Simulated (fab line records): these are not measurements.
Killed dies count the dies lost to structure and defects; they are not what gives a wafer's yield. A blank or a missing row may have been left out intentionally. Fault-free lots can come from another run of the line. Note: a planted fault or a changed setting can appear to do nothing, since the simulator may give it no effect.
fab line records	flow n5_finfet
record lots=24	wafers=72	last_day=19
route steps=1938 shown BEOL_M5@1180 BEOL_M6@1195
lots that met no fault: taken from a fault-free run of the same line
start_h: start of the lot's first displayed wafer, in hours after the record's first day	wait_h: how many hours have passed since the lot's step before this one	" identical to the entry in the row above	L1.1+2: a row that stands for several wafers	- no value present, or no start provided	* or withheld: withheld	< > ~ a bound
route shown NAME@n: NAME is a module with steps in the file, n the number in the route of the first one	usual: mean/standard deviation of fault-free wafers	same: alike in all rows	chamber/n: place in a boat	sites: the reading at each site	_std_site: standard deviation of those values	_edge_site: outer sites' mean less inner sites'	radius_mm: how far each site lies from the wafer's centre	mask NAME#n: copy n	behind: tool/chamber where the wafer was last shaped	hold: cause of the lot's hold/its duration in hours/its outcome	device: whichever transistor did not switch (one of n, p or np)	end of line: at the end of the route, the tests of the same wafers	step lacking rows: just its recipe	killed: at the first sort, the dies lost to defects and structure; wafer yield is something else	map: dies across one wafer; x = killed, . = not, _ = none there
set.NAME: setting as actually run; set.NAME@STEP: the setting as run at that earlier step	model.NAME: the simulator's own value behind a step, which no gauge read
steps of the route over a sample of lots; a table a step, a row a wafer
services: the hour from which a tool's chamber was out of use, counted from the record's first day as start_h (under 0 if before that day), plus the number of hours and why
## steps
# step N5_BEOL_M5_ANNEAL_84
# recipe temp_c=400	time_s=1800	ambient=vacuum
# usual heater_power_w=810/62	susceptor_temp_C=400.00/0.23
lot.wafer	tool	chamber	start_h	wait_h	heater_power_w	susceptor_temp_C
L074.1	pvd_sputter-03	-	201.97	0.0	965	400.22
L074.4	"	-	"	"	703	400.34
L074.6	"	-	"	"	931	400.13
L075.1	pvd_sputter-02	-	206.11	0.0	810	400.03
L075.2	"	-	"	"	794	399.79
L075.6	"	-	"	"	780	400.01
L078.2	pvd_sputter-03	-	251.44	0.0	767	400.23
L078.3	"	-	"	"	727	400.00
L078.6	"	-	"	"	952	400.12
L077.4	pvd_sputter-02	-	253.63	0.0	783	400.36
L077.5	"	-	"	"	735	399.72
L077.6	"	-	"	"	807	400.20
L079.1	pvd_sputter-02	-	272.72	0.0	779	400.06
L079.4	"	-	"	"	794	399.88
L079.6	"	-	"	"	812	400.19
L080.2	pvd_sputter-01	-	273.58	0.0	740	400.29
L080.4	"	-	"	"	901	400.01
L080.5	"	-	"	"	783	399.87
L081.1	pvd_sputter-03	-	280.00	0.0	720	399.96
L081.2	"	-	"	"	846	400.34
L081.6	"	-	"	"	767	400.38
L082.1	pvd_sputter-03	-	286.35	0.0	779	399.72
L082.3	"	-	"	"	939	399.91
L082.4	"	-	"	"	833	400.47
L083.2	pvd_sputter-02	-	291.42	0.0	802	399.73
L083.3	"	-	"	"	735	400.13
L083.6	"	-	"	"	726	400.24
L084.1	pvd_sputter-01	-	303.44	0.0	756	399.71
L084.3	"	-	"	"	814	399.97
L084.4	"	-	"	"	896	399.84
L085.1	pvd_sputter-03	-	307.56	0.0	718	400.11
L085.4	"	-	"	"	832	399.73
L085.6	"	-	"	"	841	399.81
L087.1	pvd_sputter-01	-	307.87	0.0	743	399.84
L087.2	"	-	"	"	873	400.10
L087.5	"	-	"	"	865	400.39
L086.2	pvd_sputter-03	-	313.21	0.0	832	399.80
L086.4	"	-	"	"	733	400.18
L086.5	"	-	"	"	905	400.15
L076.3	pvd_sputter-02	-	319.74	0.0	803	400.05
L076.4	"	-	"	"	725	399.74
L076.6	"	-	"	"	777	400.04
L089.2	pvd_sputter-03	-	322.82	0.0	924	399.85
L089.3	"	-	"	"	733	399.72
L089.5	"	-	"	"	782	400.14
L090.2	pvd_sputter-01	-	323.90	0.0	905	399.95
L090.4	"	-	"	"	760	400.30
L090.6	"	-	"	"	830	400.22
L091.2	pvd_sputter-02	-	340.85	0.0	817	400.18
L091.5	"	-	"	"	778	399.57
L091.6	"	-	"	"	780	399.87
L088.2	pvd_sputter-01	-	349.42	0.0	903	399.91
L088.3	"	-	"	"	810	399.75
L088.6	"	-	"	"	873	400.29
L092.1	pvd_sputter-02	-	350.73	0.0	807	400.08
L092.2	"	-	"	"	732	399.88
L092.4	"	-	"	"	808	399.76
L094.1	pvd_sputter-03	-	350.77	0.0	734	399.75
L094.3	"	-	"	"	919	399.93
L094.4	"	-	"	"	827	399.93
L093.2	pvd_sputter-01	-	353.85	0.0	820	399.76
L093.4	"	-	"	"	741	400.17
L093.6	"	-	"	"	745	400.24
L095.2	pvd_sputter-02	-	355.16	0.0	773	399.91
L095.5	"	-	"	"	798	399.74
L095.6	"	-	"	"	817	399.86
L096.2	pvd_sputter-03	-	358.82	0.0	724	399.49
L096.5	"	-	"	"	817	399.81
L096.6	"	-	"	"	786	400.03
L097.1	pvd_sputter-01	-	359.64	0.0	861	399.81
L097.5	"	-	"	"	889	400.21
L097.6	"	-	"	"	743	400.20
# step N5_BEOL_M5_CMP_52
# recipe stop_on=SiCOH_lowk	t_overpolish_s=6.9	down_force_psi=1	platen_rpm=50	clearing_platen_down_force_psi=1.5	clearing_platen_rpm=50	post_cmp_clean=cu_alkaline	target_thk_nm=62	clearing_platen_pad_velocity_m_s=0.99484	pad_velocity_m_s=0.99484
# usual barrier_field_endpoint_s=24.6/0.77	motor_current_A=6.1/0.41	overpolish_run_s=6.900/0.0093	slurry_flow_ml_min=150.0/0.44	time_to_endpoint_s=62/4.4
lot.wafer	tool	chamber	start_h	wait_h	barrier_field_endpoint_s	motor_current_A	overpolish_run_s	slurry_flow_ml_min	time_to_endpoint_s
L074.1	cmp-02	3	204.56	0.3	24.7	6.5	6.913	150.5	62
L074.4	"	1	"	"	23.4	5.8	6.900	149.7	58
L074.6	"	0	"	"	24.8	5.8	6.918	150.3	64
L075.1	cmp-02	1	208.76	0.3	23.4	6.0	6.892	150.3	61
L075.2	"	2	"	"	24.1	6.5	6.895	149.0	65
L075.6	"	0	"	"	24.2	6.3	6.904	150.3	62
L078.2	cmp-03	3	254.05	0.2	23.7	6.3	6.902	149.7	61
L078.3	"	2	"	"	24.3	5.9	6.895	149.4	61
L078.6	"	3	"	"	24.7	6.3	6.906	150.3	61
L077.4	cmp-02	2	256.34	0.2	24.5	6.6	6.912	150.2	63
L077.5	"	3	"	"	24.7	6.4	6.898	150.0	60
L077.6	"	0	"	"	24.8	6.0	6.898	150.7	60
L079.4	cmp-03	1	275.35	0.2	24.7	6.4	6.914	149.6	63
L079.1	"	3	"	"	24.5	6.1	6.910	149.8	65
L079.6	"	1	"	"	24.8	6.5	6.908	149.3	60
L080.4	cmp-04	2	276.25	0.2	25.9	5.8	6.899	150.2	68
L080.2	"	3	"	"	25.2	6.2	6.916	150.1	65
L080.5	"	0	"	"	24.4	5.4	6.890	149.8	62
L081.2	cmp-04	2	282.95	0.2	26.4	5.9	6.918	150.6	73
L081.1	"	0	"	"	25.4	5.4	6.896	149.2	65
L081.6	"	2	"	"	26.4	5.2	6.899	150.6	73
L082.1	cmp-04	1	288.94	0.3	25.7	6.3	6.889	150.4	71
L082.3	"	2	"	"	25.7	5.7	6.899	150.6	71
L082.4	"	0	"	"	24.9	5.6	6.902	150.4	67
L083.2	cmp-02	1	296.08	2.3	23.8	5.9	6.879	149.4	61
L083.3	"	2	"	"	25.5	6.5	6.885	150.3	68
L083.6	"	3	"	"	24.6	6.4	6.903	150.2	61
L084.4	cmp-03	3	306.08	0.2	24.2	6.2	6.900	150.4	60
L084.1	"	0	"	"	24.4	5.5	6.900	149.9	65
L084.3	"	1	"	"	24.1	6.6	6.905	150.4	57
L085.1	cmp-03	3	310.23	0.3	24.1	6.6	6.917	149.9	59
L085.4	"	0	"	"	25.1	5.5	6.885	150.2	65
L085.6	"	1	"	"	24.5	6.3	6.897	148.7	55
L087.1	cmp-03	3	310.67	0.3	24.1	5.9	6.901	150.1	54
L087.2	"	0	"	"	24.3	5.4	6.918	149.6	63
L087.5	"	3	"	"	25.3	6.1	6.894	150.7	57
L086.4	cmp-02	3	317.32	1.6	25.2	6.2	6.893	150.3	61
L086.2	"	2	"	"	24.7	6.6	6.889	149.8	63
L086.5	"	3	"	"	24.2	6.4	6.904	149.8	62
L076.3	cmp-03	0	322.36	0.2	24.5	5.5	6.907	150.5	62
L076.4	"	2	"	"	24.6	5.8	6.893	150.6	59
L076.6	"	0	"	"	24.7	5.5	6.887	150.9	65
L089.2	cmp-03	1	325.68	0.4	24.3	6.9	6.897	149.8	57
L089.3	"	2	"	"	23.9	6.5	6.897	149.7	61
L089.5	"	1	"	"	24.3	6.4	6.900	150.9	59
L090.4	cmp-02	3	326.63	0.2	24.2	6.4	6.908	150.4	60
L090.2	"	0	"	"	24.0	5.8	6.902	149.2	61
L090.6	"	2	"	"	24.7	6.4	6.903	150.1	65
L091.2	cmp-03	1	343.55	0.3	23.1	6.4	6.909	149.6	57
L091.5	"	2	"	"	24.1	6.1	6.883	150.3	59
L091.6	"	3	"	"	24.0	6.3	6.910	149.8	56
L088.2	cmp-02	3	352.02	0.2	24.5	6.5	6.901	150.0	59
L088.3	"	2	"	"	24.6	6.9	6.896	150.1	64
L088.6	"	3	"	"	24.7	6.7	6.896	149.4	60
L094.3	cmp-03	0	353.37	0.2	24.7	5.4	6.901	149.5	66
L094.1	"	2	"	"	24.7	6.2	6.912	150.1	59
L094.4	"	3	"	"	25.0	6.3	6.906	150.2	61
L092.1	cmp-04	3	353.37	0.3	23.4	6.3	6.893	149.7	63
L092.2	"	0	"	"	24.7	5.7	6.903	150.7	64
L092.4	"	1	"	"	24.3	6.1	6.897	148.6	68
L093.2	cmp-02	3	356.44	0.2	24.0	6.2	6.908	150.4	60
L093.4	"	2	"	"	25.5	6.6	6.905	149.7	66
L093.6	"	0	"	"	24.7	6.0	6.902	150.9	60
L095.2	cmp-03	2	357.83	0.2	24.2	6.0	6.871	149.3	60
L095.5	"	2	"	"	23.8	6.2	6.891	150.4	58
L095.6	"	3	"	"	23.8	6.3	6.905	149.7	60
L096.2	cmp-04	2	361.59	0.3	26.0	5.7	6.901	150.4	71
L096.6	"	3	"	"	25.5	6.2	6.906	150.1	66
L096.5	"	0	"	"	25.7	5.2	6.887	150.2	65
L097.1	cmp-04	1	362.58	0.6	26.0	6.4	6.900	150.3	68
L097.6	"	0	"	"	24.7	5.4	6.905	150.4	61
L097.5	"	1	"	"	26.0	6.3	6.888	150.0	69
# step N5_BEOL_M5_CO_CAP_78
# recipe material=Co	target_thk_a=20	temp_c=200	precursor=CCTBA/H2	pressure_torr=30	time_s=102.1
# usual heater_power_w=238/12	susceptor_temp_C=200.00/0.16
lot.wafer	tool	chamber	start_h	wait_h	heater_power_w	susceptor_temp_C
L074.1	cvd_co-02	2	204.93	0.0	223	200.01
L074.4	"	2	"	"	222	200.13
L074.6	"	1	"	"	250	199.92
L075.1	cvd_co-02	0	209.09	0.0	246	200.21
L075.2	"	1	"	"	252	200.22
L075.6	"	1	"	"	254	200.24
L078.2	cvd_co-02	1	254.42	0.0	253	199.89
L078.3	"	2	"	"	222	200.29
L078.6	"	1	"	"	255	200.04
L077.4	cvd_co-01	2	256.72	0.0	250	199.84
L077.5	"	0	"	"	229	200.10
L077.6	"	1	"	"	231	199.99
L079.1	cvd_co-01	0	275.68	0.0	228	200.27
L079.4	"	1	"	"	233	199.75
L079.6	"	2	"	"	240	199.79
L080.2	cvd_co-01	1	276.54	0.0	236	199.79
L080.4	"	1	"	"	232	199.97
L080.5	"	0	"	"	228	200.08
L081.1	cvd_co-02	0	283.29	0.0	239	199.94
L081.2	"	1	"	"	251	199.97
L081.6	"	0	"	"	247	199.96
L082.1	cvd_co-02	2	289.31	0.0	217	199.94
L082.3	"	1	"	"	255	199.95
L082.4	"	2	"	"	224	199.90
L083.2	cvd_co-02	0	296.93	0.0	246	199.58
L083.3	"	1	"	"	259	200.08
L083.6	"	1	"	"	247	200.26
L084.1	cvd_co-02	1	306.41	0.0	253	200.01
L084.3	"	2	"	"	221	200.06
L084.4	"	0	"	"	244	199.77
L085.1	cvd_co-02	1	310.53	0.0	255	200.05
L085.4	"	2	"	"	221	199.91
L085.6	"	0	"	"	248	200.07
L087.1	cvd_co-02	2	311.20	0.0	226	200.21
L087.2	"	0	"	"	241	200.03
L087.5	"	0	"	"	241	199.63
L086.2	cvd_co-02	1	318.16	0.0	257	200.08
L086.4	"	2	"	"	234	200.07
L086.5	"	2	"	"	223	200.25
L076.3	cvd_co-02	2	322.78	0.1	228	199.94
L076.4	"	1	"	"	246	199.96
L076.6	"	2	"	"	222	199.90
L089.2	cvd_co-02	2	326.07	0.0	222	199.93
L089.3	"	1	"	"	250	200.05
L089.5	"	2	"	"	224	200.01
L090.2	cvd_co-01	0	326.97	0.0	233	199.90
L090.4	"	1	"	"	238	199.75
L090.6	"	0	"	"	233	200.14
L091.2	cvd_co-02	0	343.83	0.0	242	200.01
L091.5	"	0	"	"	240	199.96
L091.6	"	2	"	"	230	200.25
L088.2	cvd_co-02	0	352.41	0.0	249	199.91
L088.3	"	2	"	"	223	199.96
L088.6	"	0	"	"	242	199.98
L092.1	cvd_co-01	1	353.70	0.0	232	200.15
L092.2	"	2	"	"	246	200.04
L092.4	"	2	"	"	241	200.04
L094.1	cvd_co-02	0	353.76	0.0	244	199.95
L094.3	"	0	"	"	244	200.03
L094.4	"	2	"	"	229	199.65
L093.2	cvd_co-02	2	356.82	0.0	225	200.22
L093.4	"	2	"	"	224	199.94
L093.6	"	1	"	"	253	199.98
L095.2	cvd_co-01	0	358.20	0.0	237	199.90
L095.5	"	2	"	"	235	199.80
L095.6	"	1	"	"	237	200.36
L096.2	cvd_co-01	2	361.85	0.0	244	200.16
L096.5	"	0	"	"	231	199.88
L096.6	"	1	"	"	236	200.14
L097.1	cvd_co-01	2	362.91	0.0	251	200.02
L097.5	"	2	"	"	247	200.05
L097.6	"	0	"	"	231	200.07
# step N5_BEOL_M5_INSPECT_58
# recipe inspect_instrument=darkfield	mode=post_dep
# usual raw_defect_count=75/23
lot.wafer	tool	chamber	start_h	wait_h	raw_defect_count
L074.1	defect_inspect-01	-	205.14	0.0	80
L074.4	"	-	"	"	55
L074.6	"	-	"	"	67
L075.1	defect_inspect-01	-	209.30	0.0	79
L075.2	"	-	"	"	58
L075.6	"	-	"	"	70
L078.2	defect_inspect-01	-	254.63	0.0	43
L078.3	"	-	"	"	54
L078.6	"	-	"	"	104
L077.4	defect_inspect-01	-	256.90	0.0	93
L077.5	"	-	"	"	123
L077.6	"	-	"	"	77
L079.1	defect_inspect-02	-	275.89	0.0	60
L079.4	"	-	"	"	55
L079.6	"	-	"	"	38
L080.2	defect_inspect-02	-	276.78	0.0	84
L080.4	"	-	"	"	54
L080.5	"	-	"	"	51
L081.1	defect_inspect-02	-	283.50	0.0	69
L081.2	"	-	"	"	54
L081.6	"	-	"	"	63
L082.1	defect_inspect-02	-	289.55	0.0	61
L082.3	"	-	"	"	57
L082.4	"	-	"	"	38
L083.2	defect_inspect-01	-	297.14	0.0	92
L083.3	"	-	"	"	67
L083.6	"	-	"	"	47
L084.1	defect_inspect-01	-	306.62	0.0	104
L084.3	"	-	"	"	62
L084.4	"	-	"	"	87
L085.1	defect_inspect-01	-	310.74	0.0	67
L085.4	"	-	"	"	98
L085.6	"	-	"	"	87
L087.1	defect_inspect-02	-	311.41	0.0	139
L087.2	"	-	"	"	97
L087.5	"	-	"	"	60
L086.2	defect_inspect-01	-	318.40	0.0	86
L086.4	"	-	"	"	69
L086.5	"	-	"	"	92
L076.3	defect_inspect-01	-	323.01	0.0	131
L076.4	"	-	"	"	107
L076.6	"	-	"	"	81
L089.2	defect_inspect-01	-	326.32	0.0	65
L089.3	"	-	"	"	43
L089.5	"	-	"	"	63
L090.2	defect_inspect-02	-	327.18	0.0	60
L090.4	"	-	"	"	124
L090.6	"	-	"	"	84
L091.2	defect_inspect-01	-	344.07	0.0	70
L091.5	"	-	"	"	85
L091.6	"	-	"	"	65
L088.2	defect_inspect-01	-	352.65	0.0	97
L088.3	"	-	"	"	105
L088.6	"	-	"	"	66
L092.1	defect_inspect-02	-	353.91	0.0	65
L092.2	"	-	"	"	50
L092.4	"	-	"	"	51
L094.1	defect_inspect-02	-	354.00	0.0	96
L094.3	"	-	"	"	58
L094.4	"	-	"	"	54
L093.2	defect_inspect-02	-	357.05	0.0	87
L093.4	"	-	"	"	80
L093.6	"	-	"	"	92
L095.2	defect_inspect-01	-	358.44	0.0	63
L095.5	"	-	"	"	55
L095.6	"	-	"	"	41
L096.2	defect_inspect-02	-	362.06	0.0	103
L096.5	"	-	"	"	82
L096.6	"	-	"	"	65
L097.1	defect_inspect-02	-	363.12	0.0	117
L097.5	"	-	"	"	98
L097.6	"	-	"	"	64
# step N5_BEOL_M6_CURE_74
# recipe temp_c=385	time_s=240	ambient=He/Ar	material=SiCOH_lowk
# usual lamp_power_pct=52.31/0.054	wafer_temp_C_max=386.9/0.57
lot.wafer	tool	chamber	start_h	wait_h	lamp_power_pct	wafer_temp_C_max
L074.1	uv_cure-03	2	205.27	0.1	52.26	386.2
L074.4	"	2	"	"	52.29	386.3
L074.6	"	2	"	"	52.32	386.4
L075.1	uv_cure-03	0	209.42	0.1	52.33	387.2
L075.2	"	0	"	"	52.28	387.2
L075.6	"	0	"	"	52.39	387.8
L078.2	uv_cure-03	1	254.81	0.1	52.23	387.5
L078.3	"	1	"	"	52.36	387.3
L078.6	"	1	"	"	52.32	386.6
L077.4	uv_cure-01	0	257.24	0.3	52.29	388.2
L077.5	"	0	"	"	52.29	387.4
L077.6	"	0	"	"	52.40	387.7
L079.1	uv_cure-01	2	275.99	0.0	52.26	386.8
L079.4	"	2	"	"	52.29	386.8
L079.6	"	2	"	"	52.28	386.7
L080.2	uv_cure-03	1	276.96	0.1	52.37	386.9
L080.4	"	1	"	"	52.23	386.5
L080.5	"	1	"	"	52.33	386.3
L081.1	uv_cure-01	0	283.60	0.0	52.32	387.6
L081.2	"	0	"	"	52.34	387.9
L081.6	"	0	"	"	52.32	387.4
L082.1	uv_cure-02	1	289.65	0.0	52.34	386.8
L082.3	"	1	"	"	52.24	386.6
L082.4	"	1	"	"	52.31	386.3
L083.2	uv_cure-03	1	297.32	0.1	52.24	387.0
L083.3	"	1	"	"	52.24	387.2
L083.6	"	1	"	"	52.28	386.0
L084.1	uv_cure-03	1	306.98	0.3	52.38	386.7
L084.3	"	1	"	"	52.40	386.9
L084.4	"	1	"	"	52.50	386.9
L085.1	uv_cure-03	1	310.84	0.0	52.33	386.9
L085.4	"	1	"	"	52.20	387.1
L085.6	"	1	"	"	52.27	387.4
L087.1	uv_cure-03	0	311.51	0.0	52.33	388.6
L087.2	"	0	"	"	52.24	387.1
L087.5	"	0	"	"	52.39	387.9
L086.2	uv_cure-03	2	318.58	0.1	52.38	385.9
L086.4	"	2	"	"	52.30	386.0
L086.5	"	2	"	"	52.38	386.5
L076.3	uv_cure-01	2	323.27	0.2	52.29	386.6
L076.4	"	2	"	"	52.34	386.6
L076.6	"	2	"	"	52.30	386.6
L089.2	uv_cure-01	1	326.50	0.1	52.38	386.0
L089.3	"	1	"	"	52.24	386.4
L089.5	"	1	"	"	52.29	386.6
L090.2	uv_cure-02	2	327.36	0.1	52.36	387.4
L090.4	"	2	"	"	52.37	387.2
L090.6	"	2	"	"	52.15	386.9
L091.2	uv_cure-03	1	344.26	0.1	52.22	386.6
L091.5	"	1	"	"	52.36	387.1
L091.6	"	1	"	"	52.25	386.7
L088.2	uv_cure-01	0	352.86	0.1	52.28	387.7
L088.3	"	0	"	"	52.29	388.0
L088.6	"	0	"	"	52.31	386.8
L092.1	uv_cure-01	0	354.01	0.0	52.34	387.4
L092.2	"	0	"	"	52.33	387.7
L092.4	"	0	"	"	52.42	387.4
L094.1	uv_cure-02	1	354.14	0.1	52.30	386.5
L094.3	"	1	"	"	52.34	386.0
L094.4	"	1	"	"	52.29	386.4
L093.2	uv_cure-02	0	357.24	0.1	52.29	386.6
L093.4	"	0	"	"	52.28	386.7
L093.6	"	0	"	"	52.35	386.5
L095.2	uv_cure-03	0	358.70	0.2	52.39	387.0
L095.5	"	0	"	"	52.28	387.2
L095.6	"	0	"	"	52.31	387.1
L096.2	uv_cure-02	2	362.25	0.1	52.34	386.8
L096.5	"	2	"	"	52.28	386.6
L096.6	"	2	"	"	52.29	387.3
L097.1	uv_cure-01	1	363.22	0.0	52.28	386.0
L097.5	"	1	"	"	52.27	386.3
L097.6	"	1	"	"	52.16	386.1
# step N5_BEOL_M6_OVL_MEAS_12
# recipe points_per_wafer=44
# usual M6_OVL=0.1/0.79
# same points_per_wafer=44
lot.wafer	tool	chamber	start_h	wait_h	M6_OVL[nm]
L074.1	overlay-02	0	208.16	0.0	-0.9
L074.4	"	0	"	"	0.4
L074.6	"	0	"	"	0.6
L075.1	overlay-02	0	210.56	0.0	0.7
L075.2	"	0	"	"	0.1
L075.6	"	0	"	"	-0.1
L078.2	overlay-02	0	256.24	0.0	-0.7
L078.3	"	0	"	"	0.8
L078.6	"	0	"	"	-1.3
L077.4	overlay-02	0	259.01	0.0	0.0
L077.5	"	0	"	"	-0.6
L077.6	"	0	"	"	-1.1
L079.1	overlay-01	0	277.66	0.0	0.6
L079.4	"	0	"	"	0.1
L079.6	"	0	"	"	0.1
L080.2	overlay-01	0	277.96	0.0	1.0
L080.4	"	0	"	"	0.2
L080.5	"	0	"	"	-0.1
L081.1	overlay-01	0	285.01	0.0	0.9
L081.2	"	0	"	"	1.6
L081.6	"	0	"	"	1.9
L082.1	overlay-01	0	291.72	0.0	1.5
L082.3	"	0	"	"	1.7
L082.4	"	0	"	"	0.6
L083.2	overlay-01	0	299.72	0.0	0.5
L083.3	"	0	"	"	1.1
L083.6	"	0	"	"	1.6
L084.1	overlay-01	0	310.69	0.0	-0.2
L084.3	"	0	"	"	-0.1
L084.4	"	0	"	"	0.2
L085.1	overlay-02	0	315.40	0.0	-0.2
L085.4	"	0	"	"	0.0
L085.6	"	0	"	"	0.1
L087.1	overlay-01	0	315.58	0.0	-0.2
L087.2	"	0	"	"	-0.2
L087.5	"	0	"	"	-0.1
L086.2	overlay-02	0	320.21	0.0	-2.2
L086.4	"	0	"	"	-1.5
L086.5	"	0	"	"	-0.7
L076.3	overlay-02	0	326.32	0.0	-0.4
L076.4	"	0	"	"	0.2
L076.6	"	0	"	"	-0.1
L089.2	overlay-01	0	327.56	0.0	0.3
L089.3	"	0	"	"	0.1
L089.5	"	0	"	"	0.0
L090.2	overlay-01	0	329.98	0.0	0.3
L090.4	"	0	"	"	1.6
L090.6	"	0	"	"	1.1
L091.2	overlay-02	0	347.03	0.0	0.2
L091.5	"	0	"	"	-0.4
L091.6	"	0	"	"	0.4
L088.2	overlay-01	0	354.63	0.0	-0.1
L088.3	"	0	"	"	-1.8
L088.6	"	0	"	"	0.0
L092.1	overlay-01	0	355.85	0.0	-0.7
L092.2	"	0	"	"	1.0
L092.4	"	0	"	"	-0.3
L094.1	overlay-02	0	355.91	0.0	-0.1
L094.3	"	0	"	"	0.7
L094.4	"	0	"	"	-0.2
L093.2	overlay-02	0	359.94	0.0	1.1
L093.4	"	0	"	"	-0.2
L093.6	"	0	"	"	0.6
L095.2	overlay-01	0	360.38	0.0	0.3
L095.5	"	0	"	"	-0.1
L095.6	"	0	"	"	-0.3
L096.2	overlay-01	0	365.27	0.0	0.6
L096.5	"	0	"	"	0.3
L096.6	"	0	"	"	-0.1
L097.1	overlay-02	0	365.50	0.0	0.1
L097.5	"	0	"	"	0.5
L097.6	"	0	"	"	-1.1
## services
tool	chamber	start_h	hours	kind
cmp-03	-	181.07	4.2	pm
cmp-03	-	187.94	1.7	repair
uv_cure-01	-	190.89	5.8	repair
cmp-04	-	200.39	4.0	pm
pvd_sputter-03	-	205.12	1.6	repair
cmp-03	-	220.37	0.8	repair
uv_cure-03	-	220.95	2.8	pm
cvd_co-02	-	223.15	3.8	pm
uv_cure-03	-	225.69	0.9	repair
pvd_sputter-01	-	237.91	1.1	repair
cvd_co-01	-	269.08	2.8	pm
cvd_co-02	-	271.83	6.9	pm
uv_cure-01	-	279.90	0.5	repair
uv_cure-03	-	289.04	7.5	pm
cvd_co-01	-	289.41	7.4	repair
cmp-04	-	302.98	17.9	repair
cvd_co-01	-	303.92	14.6	pm
cmp-02	-	308.14	9.1	pm
cvd_co-02	0	312.38	18.0	repair
cvd_co-01	-	318.52	6.9	pm
cmp-04	-	320.92	5.8	pm
uv_cure-01	-	355.77	0.8	repair
cmp-02	-	361.68	5.7	pm
cmp-03	-	362.10	4.8	pm
## key
fault none
